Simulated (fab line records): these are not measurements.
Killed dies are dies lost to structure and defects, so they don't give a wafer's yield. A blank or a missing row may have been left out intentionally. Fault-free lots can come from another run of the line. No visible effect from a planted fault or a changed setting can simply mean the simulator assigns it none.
Matching of chambers ; flow n5_finfet ; N5_BEOL_M4_CO_CAP_55 on cvd_co-01 has 3 sister chambers
The step material Co, precursor CCTBA/H2, target thk 2 nm, time 102.1 s. 6 wafers are shown with their chamber, then 9 later ones without.

## WAFERS, EACH WITH ITS CHAMBER
wafer;chamber;heater_power_w (W);run_length_s (s)
L159.6;0;249;124.9
L168.4;1;240;125.8
L168.5;0;254;124.8
L167.2;2;233;125.2
L167.5;2;228;125.2
L167.6;1;237;124.9

## WAFERS WITHOUT THEIR CHAMBER
wafer;heater_power_w (W);run_length_s (s)
L173.1;244;124.8
L173.4;229;125.2
L173.6;242;125.2
L172.2;245;125.0
L172.5;227;124.9
L172.6;246;125.3
L174.1;238;125.0
L174.3;235;125.0
L174.4;253;125.0

## EACH ONE'S CHAMBER
wafer;from the rows above;in truth
L173.1;can't be placed: 1 or 0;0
L173.4;2;2
L173.6;can't be placed: 1 or 0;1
L172.2;can't be placed: 0 or 1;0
L172.5;2;2
L172.6;can't be placed: 0 or 1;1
L174.1;can't be placed: 1 or 2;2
L174.3;can't be placed: 1 or 2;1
L174.4;0;0
Correct placement for 3 of the 9. Cannot be placed on the basis of these rows: 6; the candidates contain the true chamber in 6. Wrongly placed: 0.
How it was worked out, from the rows above alone: a wafer's distance from a chamber is the root of the sum, over the readings, of the square of ((its reading less the chamber's mean) divided by the reading's scatter). The wafer belongs to the nearest chamber; if the next one is less than 2 further off, it can't be placed. Each chamber's mean is taken over the wafers shown for it. The scatter: the root of (the sum of the squares of (reading less its chamber's mean) over the shown wafers, divided by (wafers less chambers)).
